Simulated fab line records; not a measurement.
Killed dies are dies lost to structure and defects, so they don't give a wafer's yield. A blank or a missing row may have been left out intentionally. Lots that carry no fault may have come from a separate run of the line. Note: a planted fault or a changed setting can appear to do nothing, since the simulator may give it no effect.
A lot that was struck, set against a sound lot -- flow nand-harc -- 13 steps out of a route of 1159
Sound: these wafers, L778.2, L778.3, L778.4. Struck: wafers L791.2, L791.3, L791.5. The cause comes at the end.
Order at every step that has rows: each side's tool, ch and its chambers, its first start. Under that, the readings that differ: sound wafers -- struck wafers -- difference of the means -- sigmas: that difference in standard deviations of wafers without a fault.
alike: a reading whose means differ by less than 2 such deviations, as well as words and numbers matching on both sides. not compared: withheld readings; readings where some wafer has no value; bounds like >300 that might hide an equal value; numbers whose values overlap and for which the record gives no deviation.
Wherever a step has rows on one side only, a row that says differs or no value, or a row with sigmas, the two part there. When numbers do not overlap yet have no deviation, they are printed without sigmas and do not part them. A reading that every wafer of one side lacks parts them only if that side has two wafers or more.

NHARC_A_CONTACT_CMP_20: polishes, t overpolish 30 s, target thk 300 nm.
  sound on cmp-01 ch 0,1,3, day 17 04:15; struck on cmp-04 ch 0,3, day 21 05:05
  alike: motor-current-A, overpolish-run-s, time-to-endpoint-s
after that, 1 step had no rows for these wafers: NHARC_A_CONTACT_SRD_22.
NHARC_A_CONTACT_INSPECT_23:
  sound on defect-inspect-02 at day 17 04:39; struck on defect-inspect-01 at day 21 05:29
  alike: raw-defect-count
then, 8 steps without rows for these wafers: NHARC_A_BLC_DEHYDRATE_00 (time 120 s); NHARC_A_BLC_HMDS_01 (time 30 s); NHARC_A_BLC_COAT_02 (time 75 s); NHARC_A_BLC_COAT_03 (time 65 s); NHARC_A_BLC_COAT_04 (resist thk 90 nm); NHARC_A_BLC_SOFTBAKE_05 (time 55 s); NHARC_A_BLC_EBR_06; NHARC_A_BLC_EXPOSE_07 (exposes mask A BLC, target cd 100 nm).
NHARC_A_BLC_PEB_08: peb time 65 s.
  struck on litho-track-01, day 21 05:55; sound on litho-track-06 ch 0, day 17 05:05
  no value came back on the struck wafers for chill-plate-temp-C (C), exhaust-pa (Pa), plate-temp-C (C); on the sound wafers chill-plate-temp-C (C) reads 22.95 23.04 23.02
then, 1 step without rows for these wafers: NHARC_A_BLC_DEVELOP_09 (develop time 35 s).

== WHERE THEY PART ==
Only at NHARC_A_BLC_PEB_08, as far as this record shows.

WHY: what had been put in by the simulator
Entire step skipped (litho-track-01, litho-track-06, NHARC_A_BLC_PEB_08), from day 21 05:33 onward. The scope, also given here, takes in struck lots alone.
